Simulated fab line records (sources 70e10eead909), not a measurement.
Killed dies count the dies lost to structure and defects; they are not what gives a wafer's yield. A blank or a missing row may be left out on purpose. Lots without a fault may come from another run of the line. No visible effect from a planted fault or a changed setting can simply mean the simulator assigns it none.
Chamber matching	flow nand harc	NHARC_A_STAIRCASE_DESCUM_270 on rie diel-09 has 4 sister chambers
The step chemistry O2, time 3 s. 4 wafers are shown with their chamber, then 10 later ones without.

EACH WAFER AND ITS CHAMBER
wafer	chamber	drypump motor current A (A)
L090.4	1	5.6
L090.6	3	6.4
L091.1	2	4.9
L091.2	0	5.8

WAFERS MISSING THEIR CHAMBER
wafer	drypump motor current A (A)
L091.4	5.6
L092.3	5.6
L092.4	6.4
L092.5	5.6
L093.2	5.8
L093.3	5.6
L093.5	5.6
L095.1	5.8
L095.2	6.5
L095.3	5.6

EACH ONE'S CHAMBER
wafer	from the rows above	in truth
L091.4	1	1
L092.3	1	1
L092.4	3	3
L092.5	1	1
L093.2	0	0
L093.3	1	1
L093.5	1	1
L095.1	0	0
L095.2	3	3
L095.3	1	1
Correct placement for 10 of the 10. Number that these rows cannot place: 0. 0 placed wrongly.
How it was worked out, from the rows above alone: a wafer's distance from a chamber is the root of the sum, over the readings, of the square of ((its reading less the chamber's mean) divided by the reading's scatter). If the next closest chamber is less than 2 further off than the closest, the wafer can't be placed; otherwise it belongs to the closest. For every chamber, the mean is computed from those of its wafers that are shown. The scatter: root of mean squared gap, hidden wafer to nearest shown wafer, with one shown wafer a chamber.
